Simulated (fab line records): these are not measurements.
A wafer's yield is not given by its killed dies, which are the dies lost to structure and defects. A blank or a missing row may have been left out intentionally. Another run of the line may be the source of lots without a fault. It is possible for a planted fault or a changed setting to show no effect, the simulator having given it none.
Which tool is to blame?	flow nand harc	72 wafers from 24 lots sampled at 4 of the route's 1302 steps

== WHAT THE GAUGES READ, wafer by wafer ==
NHARC_P_M0_OVL_MEAS_10: pitch 180 nm. Usual: overlay x nm -0.2 nm, standard deviation 0.63; overlay y nm -0.1 nm, standard deviation 0.7.
lot	measured	on	overlay x nm (nm)	overlay y nm (nm)	flag
L074	day 6 07:43	overlay-01	-1.0 -0.6 -0.6	1.5 1.0 1.8	
L075	day 6 15:26	overlay-01	-0.9 -1.1 -0.4	-0.6 -0.5 -0.2	
L076	day 6 20:55	overlay-01	-0.4 0.1 0.1	-0.9 -1.0 -1.2	
L077	day 7 15:06	overlay-02	0.1 -0.6 -0.5	-0.4 -0.4 -0.8	
L078	day 7 17:14	overlay-01	-0.6 -0.9 -0.4	-0.1 -0.2 -0.5	
L079	day 8 06:03	overlay-02	0.4 0.6 0.8	-0.3 -0.1 0.2	
L081	day 8 22:04	overlay-01	-0.4 -0.6 -0.4	-1.0 -1.2 -1.1	
L080	day 8 23:26	overlay-01	-0.4 -0.5 -0.4	0.6 0.8 0.9	
L082	day 9 10:59	overlay-01	-0.2 -0.5 -0.8	-0.7 -0.8 -1.4	
L083	day 10 03:17	overlay-02	-0.9 -0.4 -1.0	0.4 0.3 0.4	
L084	day 10 11:40	overlay-02	0.9 0.3 0.4	-0.2 0.1 -0.9	
L085	day 10 20:23	overlay-02	-0.9 -1.2 -1.5	-1.3 -1.7 -1.5	
L086	day 11 09:15	overlay-02	-0.5 -0.3 -0.4	0.7 0.0 0.8	
L087	day 11 08:58	overlay-01	0.1 0.5 0.8	-0.7 -0.4 -0.5	
L089	day 12 04:30	overlay-02	0.2 0.7 0.9	-0.5 -0.1 -0.6	
L088	day 12 03:50	overlay-01	0.0 -0.8 -0.3	0.0 0.7 0.1	
L090	day 12 19:16	overlay-02	-1.6 -1.8 -1.4	-0.2 -0.2 -0.3	
L091	day 13 05:28	overlay-01	-0.5 -0.9 -0.7	-0.4 0.3 0.1	
L092	day 13 10:47	overlay-01	0.1 0.5 0.4	-0.6 -0.9 -0.7	
L093	day 13 22:14	overlay-02	0.1 0.5 -0.2	0.5 0.9 0.8	
L094	day 14 06:06	overlay-02	-0.6 -0.9 0.1	-0.2 0.3 0.2	
L095	day 14 21:33	overlay-01	0.1 1.1 -0.3	0.6 -0.1 0.5	
L096	day 15 06:00	overlay-02	0.1 0.0 -0.1	-0.6 -0.4 -0.9	
L097	day 15 12:14	overlay-02	0.1 -0.5 -0.2	0.7 1.0 0.7	

NHARC_P_M0_CD_MEAS_16. Usual: cd nm at 90.3 nm, with a standard deviation of 0.97.
lot	measured	on	cd nm (nm)	flag
L074	day 6 08:07	cd sem-02	89.4 91.2 90.4	
L075	day 6 15:50	cd sem-02	88.3 90.9 90.5	
L076	day 6 21:23	cd sem-01	92.0 90.2 91.9	
L077	day 7 15:30	cd sem-03	90.9 91.1 90.7	
L078	day 7 17:38	cd sem-02	90.7 91.2 90.8	
L079	day 8 06:29	cd sem-01	89.8 89.3 89.2	
L081	day 8 22:27	cd sem-03	92.6 91.2 90.3	
L080	day 8 23:50	cd sem-03	91.0 91.6 91.9	
L082	day 9 11:22	cd sem-02	89.2 88.8 92.1	
L083	day 10 03:52	cd sem-02	90.6 90.7 91.8	
L084	day 10 12:21	cd sem-03	88.8 90.9 90.9	
L085	day 10 20:47	cd sem-03	91.0 90.7 89.7	
L086	day 11 09:38	cd sem-03	91.1 91.5 91.8	
L087	day 11 09:22	cd sem-02	90.9 89.4 90.5	
L089	day 12 04:55	cd sem-02	88.8 90.3 89.1	
L088	day 12 04:13	cd sem-02	90.7 91.5 90.6	
L090	day 12 19:40	cd sem-02	90.3 89.2 89.8	
L091	day 13 05:52	cd sem-03	89.1 90.3 90.4	
L092	day 13 11:11	cd sem-03	90.9 90.6 90.2	
L093	day 13 22:38	cd sem-02	89.4 89.0 89.9	
L094	day 14 06:30	cd sem-03	90.0 89.4 88.9	
L095	day 14 22:02	cd sem-01	89.4 90.4 90.7	
L096	day 15 06:25	cd sem-03	88.1 88.2 88.8	
L097	day 15 12:46	cd sem-03	89.9 91.8 90.8	

NHARC_P_M1_OVL_MEAS_10: pitch 260 nm. Usual: overlay x nm -0.2 nm, standard deviation 0.82; overlay y nm 0.3 nm, standard deviation 0.94.
lot	measured	on	overlay x nm (nm)	overlay y nm (nm)	flag
L074	day 6 11:46	overlay-02	0.3 -0.3 0.1	-0.4 -0.2 -0.2	
L075	day 6 19:28	overlay-01	-1.1 -1.1 -0.7	-0.1 0.1 0.0	
L076	day 7 00:55	overlay-02	-0.3 0.0 -0.5	0.4 0.7 0.7	
L077	day 7 19:27	overlay-02	-1.5 -1.0 -1.4	1.2 1.3 1.7	
L078	day 7 21:22	overlay-01	0.3 0.5 -0.1	0.7 0.6 0.7	
L079	day 8 10:19	overlay-02	-0.9 -1.2 -1.6	0.0 -0.7 -1.1	
L081	day 9 02:01	overlay-02	1.0 0.3 0.4	0.8 1.0 1.4	
L080	day 9 03:25	overlay-02	0.3 -0.7 -0.1	0.7 1.1 0.8	
L082	day 9 15:14	overlay-01	-0.9 -0.2 -1.1	1.6 2.2 2.1	
L083	day 10 07:38	overlay-02	-1.6 -1.6 -1.3	0.5 0.7 0.4	
L084	day 10 15:57	overlay-01	0.9 0.4 0.4	1.8 1.6 1.7	
L085	day 11 04:46	overlay-01	0.0 -0.4 -0.2	-0.3 -0.6 0.3	
L086	day 11 13:58	overlay-01	-0.4 -0.7 -0.5	-0.3 -0.1 0.5	
L087	day 11 13:02	overlay-02	-1.5 -1.3 -1.0	-0.1 0.5 -0.3	
L089	day 12 09:11	overlay-01	0.2 0.4 0.3	0.4 -0.3 0.1	
L088	day 12 08:08	overlay-01	0.2 0.4 0.4	-0.9 -1.1 -1.7	
L090	day 12 23:16	overlay-01	0.0 0.8 0.2	-1.4 -1.5 -1.8	
L091	day 13 09:43	overlay-02	1.0 1.2 0.7	-0.5 -0.2 -0.7	
L092	day 13 14:50	overlay-02	-0.3 0.3 -0.7	-0.5 0.0 0.3	
L093	day 14 02:38	overlay-02	0.6 0.9 1.2	-0.6 -0.5 -0.9	
L094	day 14 10:20	overlay-01	-0.1 0.3 0.0	-0.1 -0.3 -0.2	
L095	day 15 01:40	overlay-01	-1.1 -1.1 -1.5	0.3 1.0 0.9	
L096	day 15 10:18	overlay-01	-0.5 0.3 -0.3	2.0 1.9 2.6	
L097	day 15 16:34	overlay-02	0.5 1.3 0.9	0.1 0.7 0.1	

== WHAT TOOL EACH LOT RAN ON (gives the tool, then ch and the chambers of the sampled wafers, and finally the start) ==
lot	NHARC_P_GATE_DESCUM_13
L074	rie diel-12 ch 2,3, day 4 17:22
L075	rie diel-08 ch 0,1, day 4 20:50
L076	rie diel-08 ch 0,1,3, day 5 06:03
L077	rie diel-02 ch 2,3, day 5 12:28
L078	rie diel-12 ch 2,3, day 6 00:41
L079	rie diel-02 ch 0,2,3, day 6 15:36
L081	rie diel-02 ch 1,2,3, day 7 06:23
L080	rie diel-08 ch 0,3, day 7 06:32
L082	rie diel-08 ch 1,2,3, day 7 19:52
L083	rie diel-08 ch 1,3, day 8 11:15
L084	rie diel-12 ch 1,2, day 8 16:28
L085	rie diel-02 ch 0,1,3, day 9 00:58
L086	rie diel-08 ch 0,2,3, day 9 13:37
L087	rie diel-12 ch 2,3, day 9 18:11
L089	rie diel-02 ch 0,2, day 10 11:35
L088	rie diel-08 ch 0,1, day 10 11:44
L090	rie diel-08 ch 1,2,3, day 11 01:10
L091	rie diel-02 ch 0,1, day 11 08:57
L092	rie diel-08 ch 0,2, day 11 21:01
L093	rie diel-02 ch 0,3, day 12 07:50
L094	rie diel-02 ch 1,3, day 12 15:26
L095	rie diel-08 ch 0,2,3, day 13 04:49
L096	rie diel-12 ch 0,3, day 13 14:08
L097	rie diel-08 ch 1,2,3, day 13 20:31
- NHARC_P_GATE_DESCUM_13: chemistry O2, time 3 s.

== WHAT THE TOOLS THEMSELVES READ (means of the sampled wafers that have a number; where no wafer has one, the mark that the record gives instead) ==
NHARC_P_GATE_DESCUM_13. Usual: drypump motor current A 5.5 A, standard deviation 0.42; oes product au 0.999 a.u., standard deviation 0.011; rf vpp V 58.0 V, standard deviation 0.88; showerhead plenum p Torr 1.91 Torr, standard deviation 0.08; throttle valve pct 11.311 %, standard deviation 0.0087.
lot	tool	drypump motor current A (A)	oes product au (a.u.)	rf vpp V (V)	showerhead plenum p Torr (Torr)	throttle valve pct (%)	flag
L074	rie diel-12	5.7	1.000	57.6	1.96	11.308	
L075	rie diel-08	5.2	0.995	58.2	1.82	11.317	
L076	rie diel-08	5.6	0.993	57.5	1.86	11.308	
L077	rie diel-02	5.0	1.002	57.7	2.00	11.309	
L078	rie diel-12	5.8	1.007	58.1	1.96	11.317	
L079	rie diel-02	5.1	0.998	58.3	2.00	11.310	
L081	rie diel-02	5.3	0.996	58.1	1.98	11.315	
L080	rie diel-08	6.0	0.997	57.0	1.90	11.311	
L082	rie diel-08	5.5	1.004	57.4	1.85	11.309	
L083	rie diel-08	5.7	0.995	58.0	1.90	11.313	
L084	rie diel-12	5.2	1.006	58.3	1.89	11.315	
L085	rie diel-02	5.4	0.998	58.5	1.98	11.306	
L086	rie diel-08	5.8	1.004	57.3	1.84	11.310	
L087	rie diel-12	5.5	1.015	57.9	1.94	11.313	
L089	rie diel-02	5.1	1.018	58.2	2.00	11.304	
L088	rie diel-08	5.6	1.001	57.7	1.82	11.316	
L090	rie diel-08	5.5	1.005	57.7	1.85	11.309	
L091	rie diel-02	5.4	0.996	59.0	1.98	11.311	
L092	rie diel-08	5.7	0.993	57.6	1.80	11.312	
L093	rie diel-02	5.3	1.004	57.7	2.00	11.310	
L094	rie diel-02	5.4	0.991	58.4	1.97	11.315	
L095	rie diel-08	5.8	0.995	57.7	1.84	11.316	
L096	rie diel-12	5.9	0.988	58.5	1.93	11.319	
L097	rie diel-08	5.5	0.997	56.9	1.85	11.309	

== THE ANSWER, worked out from the rows above alone ==
Rule: lot off if the mean of its wafers having a number is beyond 3 standard deviations from the usual mean. Also off: a lot with no number at a reading for which 4 or more lots have one. The other lots that the step has rows for count as sound. Order of review: gauges by route order, followed by the tools' own readings, for which a lot's mean as printed above is used. The first step at which some lot is off is used, and at that step the reading that is off furthest; a lot without a number counts as furthest.
None of the lots is off at any reading shown; this tells nothing.

== WHAT HAD BEEN PUT IN BY THE SIMULATOR ==
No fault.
